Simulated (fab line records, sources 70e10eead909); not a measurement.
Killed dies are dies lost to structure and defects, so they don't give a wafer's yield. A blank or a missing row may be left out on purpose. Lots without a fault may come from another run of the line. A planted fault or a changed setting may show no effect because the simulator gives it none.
Chamber matching | flow nand_harc | NHARC_A_CHANNEL_FILL_D1_ALD_25 on ald_hk-03: 4 sister chambers
The step deposits SiOx, target thk 60 nm, pulse time 10 s, ald cycles 600. 8 wafers are shown with their chamber, then 12 later ones without.

WAFERS WITH THEIR CHAMBER
wafer  | chamber | heater_power_w (W) | precursor_pulse_height_rel
L085.2 | 1       | 481                | 1.006
L085.3 | 2       | 459                | 1.012
L087.2 | 2       | 463                | 1.006
L087.4 | 1       | 488                | 0.997
L087.5 | 0       | 449                | 0.960
L088.2 | 3       | 420                | 1.009
L088.3 | 0       | 456                | 1.001
L088.5 | 3       | 435                | 0.992

WAFERS WITHOUT THEIR CHAMBER
wafer  | heater_power_w (W) | precursor_pulse_height_rel
L091.1 | 472                | 1.028
L091.4 | 497                | 0.979
L091.3 | 447                | 1.027
L092.1 | 477                | 0.996
L092.2 | 402                | 0.986
L092.5 | 450                | 1.032
L096.1 | 422                | 0.996
L096.5 | 415                | 1.035
L096.6 | 486                | 1.006
L097.1 | 418                | 1.002
L097.4 | 429                | 0.986
L097.5 | 464                | 0.967

WHICH CHAMBER EACH WENT THROUGH
wafer  | from the rows above          | in truth
L091.1 | can't be placed: 2 or 1      | 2
L091.4 | 1                            | 1
L091.3 | can't be placed: 2 or 0 or 3 | 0
L092.1 | can't be placed: 1 or 2      | 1
L092.2 | 3                            | 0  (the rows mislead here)
L092.5 | can't be placed: 2 or 0 or 3 | 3
L096.1 | 3                            | 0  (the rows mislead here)
L096.5 | 3                            | 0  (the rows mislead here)
L096.6 | 1                            | 1
L097.1 | 3                            | 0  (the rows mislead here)
L097.4 | 3                            | 3
L097.5 | can't be placed: 0 or 2 or 1 | 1
Placed correctly: 3 of 12. Can't be placed from these rows: 5 (the true chamber is among the candidates in 5). Placed wrongly: 4.
How it was worked out, from the rows above alone: a wafer's distance from a chamber is the root of the sum, over the readings, of the square of ((its reading less the chamber's mean) divided by the reading's scatter). The wafer belongs to the nearest chamber; if the next one is less than 2 further off, it can't be placed. A chamber's mean is the mean of its shown wafers. The scatter: the root of (the sum of the squares of (reading less its chamber's mean) over the shown wafers, divided by (wafers less chambers)).
